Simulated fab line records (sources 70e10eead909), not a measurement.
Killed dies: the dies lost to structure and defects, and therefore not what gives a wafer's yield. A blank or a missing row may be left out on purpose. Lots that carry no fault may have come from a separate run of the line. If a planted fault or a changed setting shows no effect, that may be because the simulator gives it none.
What tool caused it? | flow nand_harc | 14 lots, 42 wafers sampled, at 4 steps of a route of 1302

WHAT THE GAUGES SHOWED, per wafer
NHARC_A_BLC_INSPECT_12. Usual: 78 for raw_defect_count, sd 36.
lot  | measured     | on                | raw_defect_count | flag
L300 | day 22 16:22 | defect_inspect-01 | 66 58 51         |
L301 | day 22 21:24 | defect_inspect-01 | 17 17 27         |
L302 | day 23 00:07 | defect_inspect-01 | 137 134 135      |
L305 | day 24 03:15 | defect_inspect-02 | 127 96 107       |
L304 | day 24 07:04 | defect_inspect-02 | 72 89 86         |
L313 | day 27 23:52 | defect_inspect-02 | 21 21 31         |
L315 | day 28 09:46 | defect_inspect-01 | 115 104 100      |
L314 | day 28 13:11 | defect_inspect-02 | 68 77 90         |
L316 | day 29 09:25 | defect_inspect-02 | 63 66 65         |
L317 | day 30 01:07 | defect_inspect-02 | 86 97 90         |
L319 | day 30 02:49 | defect_inspect-02 | 105 127 122      |
L318 | day 30 04:52 | defect_inspect-01 | 104 119 120      |
L323 | day 32 03:02 | defect_inspect-02 | 29 28 23         |
L322 | day 33 03:25 | defect_inspect-02 | 107 93 94        |

NHARC_A_BLC_CD_MEAS_19. Usual: 100.2 nm for cd_nm, sd 1.5.
lot  | measured     | on        | cd_nm (nm)        | flag
L300 | day 22 17:23 | cd_sem-02 | 101.6 98.6 99.5   |
L301 | day 22 22:26 | cd_sem-02 | 99.7 100.0 98.1   |
L302 | day 23 01:09 | cd_sem-01 | 101.6 99.6 98.3   |
L305 | day 24 04:17 | cd_sem-03 | 98.8 102.1 101.7  |
L304 | day 24 08:05 | cd_sem-01 | 99.2 100.0 98.0   |
L313 | day 28 00:53 | cd_sem-02 | 99.3 100.4 100.5  |
L315 | day 28 10:47 | cd_sem-03 | 99.2 99.5 97.6    |
L314 | day 28 14:14 | cd_sem-02 | 101.4 99.5 101.4  |
L316 | day 29 10:26 | cd_sem-03 | 98.6 101.3 101.3  |
L317 | day 30 02:09 | cd_sem-02 | 100.7 102.6 101.8 |
L319 | day 30 03:52 | cd_sem-02 | 96.7 100.0 97.5   |
L318 | day 30 05:53 | cd_sem-03 | 99.0 99.5 99.4    |
L323 | day 32 04:04 | cd_sem-01 | 102.7 100.0 100.1 |
L322 | day 33 04:42 | cd_sem-02 | 106.1 101.7 102.7 |

NHARC_A_M0_CD_MEAS_09: the cd target is 80 nm. Usual: 79.9 nm for cd_nm, sd 0.46.
lot  | measured     | on        | cd_nm (nm)                    | flag
L300 | day 22 20:19 | cd_sem-02 | 79.3 79.5 79.8                |
L301 | day 23 01:20 | cd_sem-03 | 80.4 80.0 80.1                |
L302 | day 23 04:09 | cd_sem-02 | 80.2 80.0 80.2                |
L305 | day 24 07:50 | cd_sem-02 | 80.7 81.1 80.8                |
L304 | day 24 10:53 | cd_sem-03 | 79.4 79.9 80.0                |
L313 | day 28 03:48 | cd_sem-03 | 89.3 89.2 89.6 89.2 89.5 89.2 | OFF
L315 | day 28 13:35 | cd_sem-03 | 87.6 87.5 87.1 87.6 87.7 87.0 | OFF
L314 | day 28 17:07 | cd_sem-02 | 79.2 79.8 80.6                |
L316 | day 29 13:19 | cd_sem-02 | 79.9 80.0 80.4                |
L317 | day 30 05:07 | cd_sem-03 | 80.1 80.0 79.6                |
L319 | day 30 06:37 | cd_sem-03 | 79.6 79.6 79.5                |
L318 | day 30 08:43 | cd_sem-01 | 80.7 80.3 79.5                |
L323 | day 32 06:58 | cd_sem-02 | 80.4 80.2 79.5                |
L322 | day 33 07:50 | cd_sem-03 | 80.1 80.0 79.6                |

WHAT TOOL EACH LOT RAN ON (gives the tool, then ch and the chambers of the sampled wafers, and finally the start)
lot  | NHARC_A_M0_PEB_07
L300 | litho_track-01 ch 0, day 22 20:13
L301 | litho_track-01 ch 0, day 23 01:16
L302 | litho_track-04 ch 0, day 23 04:04
L305 | litho_track-06 ch 0, day 24 07:45
L304 | litho_track-01 ch 0, day 24 10:49
L313 | litho_track-06 ch 0, day 28 03:43
L315 | litho_track-06 ch 0, day 28 13:30
L314 | litho_track-01 ch 0, day 28 17:02
L316 | litho_track-04 ch 0, day 29 13:14
L317 | litho_track-01 ch 0, day 30 05:02
L319 | litho_track-01 ch 0, day 30 06:32
L318 | litho_track-01 ch 0, day 30 08:38
L323 | litho_track-06 ch 0, day 32 06:53
L322 | litho_track-06 ch 0, day 33 07:46
- NHARC_A_M0_PEB_07: peb time 65 s.

WHAT THE TOOLS THEMSELVES READ (means of the sampled wafers that have a number; where no wafer has one, the mark that the record gives instead)
NHARC_A_M0_PEB_07. Usual: heater_power_total_W 156.6 W, standard deviation 0.43; plate_temp_C 99.98 C, standard deviation 0.13.
lot  | tool           | heater_power_total_W (W) | plate_temp_C (C) | flag
L300 | litho_track-01 | 156.8                    | 100.02           |
L301 | litho_track-01 | 156.8                    | 100.10           |
L302 | litho_track-04 | 156.8                    | 99.88            |
L305 | litho_track-06 | 156.6                    | 100.00           |
L304 | litho_track-01 | 156.4                    | 99.95            |
L313 | litho_track-06 | 162.4                    | 102.74           | OFF
L315 | litho_track-06 | 162.1                    | 102.51           | OFF
L314 | litho_track-01 | 156.1                    | 100.01           |
L316 | litho_track-04 | 156.6                    | 99.97            |
L317 | litho_track-01 | 156.8                    | 99.90            |
L319 | litho_track-01 | 157.1                    | 99.96            |
L318 | litho_track-01 | 156.6                    | 100.08           |
L323 | litho_track-06 | 156.4                    | 99.98            |
L322 | litho_track-06 | 156.6                    | 100.01           |

THE ANSWER, worked out from the rows above alone
Rule: lot off if the mean of its wafers having a number is beyond 3 standard deviations from the usual mean. Also off: a lot with no number at a reading for which 4 or more lots have one. All remaining lots with rows at the step are treated as sound. First the gauges in route order, then the tools' own readings, where a lot's mean is used as printed above. At the first step where some lot is off, the reading lying furthest off is the one used; lots without a number count as furthest.
Off, at NHARC_A_M0_CD_MEAS_09 on cd_nm: L313, L315.
A tool fits if, at a process step before that reading, it ran every lot that is off, and no sound lot after the first of them. The gauges at NHARC_A_M0_CD_MEAS_09 aren't tried: what is off there is off at NHARC_A_M0_PEB_07 too, on other tools, and a gauge's error can't cause that. Of those tried, none fits.

WHAT WAS PUT IN BY THE SIMULATOR
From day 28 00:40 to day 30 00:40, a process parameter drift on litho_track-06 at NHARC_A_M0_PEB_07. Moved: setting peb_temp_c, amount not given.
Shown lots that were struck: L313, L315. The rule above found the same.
